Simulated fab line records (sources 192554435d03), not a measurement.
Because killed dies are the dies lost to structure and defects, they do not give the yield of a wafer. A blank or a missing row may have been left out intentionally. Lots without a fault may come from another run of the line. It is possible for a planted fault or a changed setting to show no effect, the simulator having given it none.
Comparing a struck lot with a sound one / flow n5-finfet / 32 out of 1938 route steps
Sound: the wafers L245.1, L245.2, L245.4. Wafers L250.1, L250.2, L250.4 were the ones struck. At the end, the cause is stated.
At each step with rows: each side's tool, then ch and its chambers, then its first start. Under that, the readings that differ: sound wafers / struck wafers / difference of the means / sigmas: that difference in standard deviations of wafers without a fault.
alike: readings whose means differ by less than 2 such deviations, and words and numbers that are the same on both sides. not compared: withheld readings, readings that some wafer has no value for, bounds like >300 that may hide the same value, and numbers for which the record gives no deviation and whose values overlap.
A row with sigmas, a row that says differs or no value, or rows on one side alone: a step with any of these is where the two part. Numbers that have no deviation but don't overlap get no sigmas and don't part them. A reading that every wafer of one side lacks parts them only if that side has two wafers or more.

first, 11 steps without rows for these wafers: N5_BEOL_M1_ANNEAL_89 (time 240 s); N5_BEOL_M1_SPUTTER_90 (material Cu, target thk 4.5 nm, time 8.29 s); N5_BEOL_M1_ANNEAL_91 (time 240 s); N5_BEOL_M1_SPUTTER_92 (material Cu, target thk 4.5 nm, time 8.29 s); N5_BEOL_M1_ANNEAL_93 (time 240 s); N5_BEOL_M1_SPUTTER_94 (material Cu, target thk 4.5 nm, time 8.29 s); N5_BEOL_M1_ANNEAL_95 (time 240 s); N5_BEOL_M1_SPUTTER_96 (material Cu, target thk 4.5 nm, time 8.29 s); N5_BEOL_M1_ECD_50 (material Cu, target thk 300 nm); N5_BEOL_M1_ANNEAL_51 (time 90 s); N5_BEOL_M1_CMP_52 (polishes, stops on SiOC, t overpolish 6.8 s, target thk 40 nm).
N5_BEOL_M1_PRE_CLEAN_60: time 15 s.
  sound on cvd-co-02 ch 0,1, day 9 20:04; struck on cvd-co-01 ch 0,1,2, day 11 15:28
  alike: heater-power-w
then, 3 steps without rows for these wafers: N5_BEOL_M1_CO_CAP_55 (material Co, precursor CCTBA/H2, target thk 2 nm, time 102.1 s); N5_BEOL_M1_PRE_CLEAN_56 (time 15 s); N5_BEOL_M1_DEP_57 (deposits SiCN from 3MS/NH3, target thk 8 nm, time 14 s).
N5_BEOL_M1_INSPECT_59: inspects for defects (darkfield).
  struck on defect-inspect-01, day 11 15:43; sound on defect-inspect-02, day 9 20:21
reading=raw-defect-count; sound=38 44 68; struck=1568 1551 1556; difference=+1508; sigmas=+63
then, 12 steps without rows for these wafers: N5_BEOL_M2_ILD_DEP_00 (deposits SiOC from DEMS/O2, target thk 79 nm, time 15.3 s); N5_BEOL_M2_PECVD_72 (deposits SiO2 from TEOS/O2, target thk 16 nm, time 18 s); N5_BEOL_M2_HM_DEP_02 (deposits TiN, target thk 20 nm); N5_BEOL_M2_COAT_61 (time 60 s, resist thk 60 nm); N5_BEOL_M2_COAT_62 (time 60 s, resist thk 12 nm); N5_BEOL_M2_COAT_73 (time 60 s, resist thk 5 nm); N5_BEOL_M2_COAT_05 (resist thk 30 nm); N5_BEOL_M2_EBR_07; N5_BEOL_M2_SOFTBAKE_06 (time 60 s); N5_BEOL_M2_EXPOSE_08 (exposes mask M2); N5_BEOL_M2_PEB_09 (peb time 60 s); N5_BEOL_M2_DEVELOP_10 (develop time 30 s).
N5_BEOL_M2_INSPECT_13: inspects for defects (brightfield).
  struck on defect-inspect-01, day 11 17:41; sound on defect-inspect-02, day 9 23:02
reading=raw-defect-count; sound=287 336 377; struck=1793 1794 1967; difference=+1518; sigmas=+18
then, 1 step without rows for these wafers: N5_BEOL_M2_DESCUM_16 (chemistry O2, time 7 s).
N5_BEOL_M4_RC_MEAS_101:
  sound on prober-01 ch 0, day 11 19:07; struck on prober-01 ch 0, day 13 03:34
  alike: DIBL_N, DIBL_P, IOFF_N, IOFF_P, ION_N, ION_P, SS_N, SS_P, VT_N, VT_P
-- here the record skips 4 days between the struck wafers' starts before and after, leaving off in module BEOL_M4 and picking up in module PASSIVATION (first step shown: number 1936 of the route) --
N5_PASSIVATION_PROBE_49:
  struck on prober-02, day 17 04:11; sound on prober-02, day 16 04:52
reading=defect-limited-yield (%); sound=93.5 91.9 91.3; struck=83.2 78.0 81.4; difference=-11.4; sigmas=-8
reading=killed_at_M0_to_M3; sound=25 28 26; struck=123 193 155; difference=+131; sigmas=+13
reading=killed-dies; sound=77 96 103; struck=198 260 220; difference=+134; sigmas=+8
reading=killed-on-rim; sound=8 14 17; struck=28 16 33; difference=+13; sigmas=+3
reading=sort_bin_5_function (%); sound=3.9 5.0 5.0; struck=10.3 13.9 10.8; difference=+7.0; sigmas=+8
reading=sort-n-pass; sound=1103 1084 1077; struck=982 920 960; difference=-134; sigmas=-8
reading=sort-yield-pct (%); sound=93.5 91.9 91.3; struck=83.2 78.0 81.4; difference=-11.4; sigmas=-8
  alike: killed_at_M4_up, killed-at-contacts, killed-at-front-end, killed-at-other, killed-open, killed-short, sort_bin_6_memory

== WHERE THEY PART ==
Last at N5_PASSIVATION_PROBE_49 as far as this record goes, first at N5_BEOL_M1_INSPECT_59.

WHY: what the simulator had put in
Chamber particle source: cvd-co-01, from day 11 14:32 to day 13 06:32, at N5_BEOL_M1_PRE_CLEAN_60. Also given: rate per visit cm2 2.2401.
